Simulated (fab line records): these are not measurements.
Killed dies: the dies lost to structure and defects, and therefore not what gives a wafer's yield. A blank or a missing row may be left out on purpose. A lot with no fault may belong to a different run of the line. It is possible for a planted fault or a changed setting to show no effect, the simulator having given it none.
Matching of chambers / flow nand_harc / NHARC_A_STAIRCASE_TRIM_196 on rie_diel-06 has 4 sister chambers
The step chemistry O2, time 211.2 s. 8 wafers are shown with their chamber, then 12 later ones without.

## WAFERS, EACH WITH ITS CHAMBER
wafer=L083.2; chamber=1; showerhead_plenum_p_Torr (Torr)=3.43; rf_vpp_V (V)=57.3
wafer=L088.6; chamber=0; showerhead_plenum_p_Torr (Torr)=3.35; rf_vpp_V (V)=57.9
wafer=L089.1; chamber=2; showerhead_plenum_p_Torr (Torr)=3.79; rf_vpp_V (V)=58.7
wafer=L089.2; chamber=3; showerhead_plenum_p_Torr (Torr)=3.34; rf_vpp_V (V)=57.4
wafer=L089.6; chamber=1; showerhead_plenum_p_Torr (Torr)=3.42; rf_vpp_V (V)=57.0
wafer=L090.2; chamber=2; showerhead_plenum_p_Torr (Torr)=3.79; rf_vpp_V (V)=59.7
wafer=L090.5; chamber=3; showerhead_plenum_p_Torr (Torr)=3.34; rf_vpp_V (V)=58.0
wafer=L090.6; chamber=0; showerhead_plenum_p_Torr (Torr)=3.35; rf_vpp_V (V)=56.0

## WAFERS WHOSE CHAMBER IS MISSING
wafer=L094.3; showerhead_plenum_p_Torr (Torr)=3.34; rf_vpp_V (V)=58.5
wafer=L094.4; showerhead_plenum_p_Torr (Torr)=3.34; rf_vpp_V (V)=56.7
wafer=L094.5; showerhead_plenum_p_Torr (Torr)=3.34; rf_vpp_V (V)=55.9
wafer=L096.3; showerhead_plenum_p_Torr (Torr)=3.78; rf_vpp_V (V)=56.9
wafer=L096.5; showerhead_plenum_p_Torr (Torr)=3.33; rf_vpp_V (V)=57.4
wafer=L096.6; showerhead_plenum_p_Torr (Torr)=3.34; rf_vpp_V (V)=57.2
wafer=L095.1; showerhead_plenum_p_Torr (Torr)=3.42; rf_vpp_V (V)=56.8
wafer=L095.2; showerhead_plenum_p_Torr (Torr)=3.33; rf_vpp_V (V)=56.8
wafer=L095.4; showerhead_plenum_p_Torr (Torr)=3.34; rf_vpp_V (V)=56.9
wafer=L097.2; showerhead_plenum_p_Torr (Torr)=3.41; rf_vpp_V (V)=58.1
wafer=L097.5; showerhead_plenum_p_Torr (Torr)=3.41; rf_vpp_V (V)=58.5
wafer=L097.6; showerhead_plenum_p_Torr (Torr)=3.34; rf_vpp_V (V)=56.8

## EACH ONE'S CHAMBER
wafer=L094.3; from the rows above=3; in truth=3
wafer=L094.4; from the rows above=can't be placed: 3 or 0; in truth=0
wafer=L094.5; from the rows above=can't be placed: 3 or 0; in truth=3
wafer=L096.3; from the rows above=2; in truth=2
wafer=L096.5; from the rows above=3; in truth=3
wafer=L096.6; from the rows above=3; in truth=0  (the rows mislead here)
wafer=L095.1; from the rows above=1; in truth=1
wafer=L095.2; from the rows above=3; in truth=3
wafer=L095.4; from the rows above=can't be placed: 3 or 0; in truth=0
wafer=L097.2; from the rows above=1; in truth=1
wafer=L097.5; from the rows above=1; in truth=1
wafer=L097.6; from the rows above=can't be placed: 3 or 0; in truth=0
Placed correctly: 7 of 12. These rows do not allow placing 4 (true chamber among the candidates in 4). 1 placed wrongly.
How it was worked out, from the rows above alone: a wafer's distance from a chamber is the root of the sum, over the readings, of the square of ((its reading less the chamber's mean) divided by the reading's scatter). The wafer belongs to the nearest chamber; if the next one is less than 2 further off, it can't be placed. The mean given for a chamber averages the wafers shown for that chamber. The scatter: the root of (the sum of the squares of (reading less its chamber's mean) over the shown wafers, divided by (wafers less chambers)).
